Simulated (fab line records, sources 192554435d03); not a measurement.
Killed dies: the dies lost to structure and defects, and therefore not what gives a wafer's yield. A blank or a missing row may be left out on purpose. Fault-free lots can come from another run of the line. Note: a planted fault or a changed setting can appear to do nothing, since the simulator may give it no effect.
Matching of chambers -- flow n5Finfet -- N5_DUMMY_GATE_ALD_02 on aldSin-01 has 4 sister chambers
The step deposits SiO2, target thk 2 nm, pulse time 1 s. 8 wafers are shown with their chamber, then 9 later ones without.

## WAFERS, EACH WITH ITS CHAMBER
wafer,chamber,heaterPowerW (W),precursorPulseHeightRel
L081.5,3,364,0.990
L082.5,3,359,0.963
L086.3,2,469,1.008
L086.4,0,545,1.005
L086.5,2,468,1.003
L087.3,1,465,0.999
L087.4,0,531,0.988
L087.5,1,474,0.997

## WAFERS MISSING THEIR CHAMBER
wafer,heaterPowerW (W),precursorPulseHeightRel
L089.2,465,0.997
L089.3,546,1.032
L089.5,363,1.002
L097.2,468,0.967
L097.4,368,1.030
L097.5,473,1.042
L096.1,545,0.981
L096.2,364,1.013
L096.4,453,0.962

## WHICH CHAMBER EACH ONE RAN IN
wafer,from the rows above,in truth
L089.2,can't be placed: 1 or 2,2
L089.3,0,0
L089.5,3,3
L097.2,can't be placed: 1 or 2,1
L097.4,3,3
L097.5,can't be placed: 2 or 1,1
L096.1,0,0
L096.2,3,3
L096.4,can't be placed: 1 or 2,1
5 of 9 placed correctly. From these rows, 4 cannot be placed; in 4 the true chamber is one of the candidates. Wrongly placed: 0.
How it was worked out, from the rows above alone: a wafer's distance from a chamber is the root of the sum, over the readings, of the square of ((its reading less the chamber's mean) divided by the reading's scatter). The wafer belongs to the nearest chamber; if the next one is less than 2 further off, it can't be placed. The mean given for a chamber averages the wafers shown for that chamber. The scatter: the root of (the sum of the squares of (reading less its chamber's mean) over the shown wafers, divided by (wafers less chambers)).
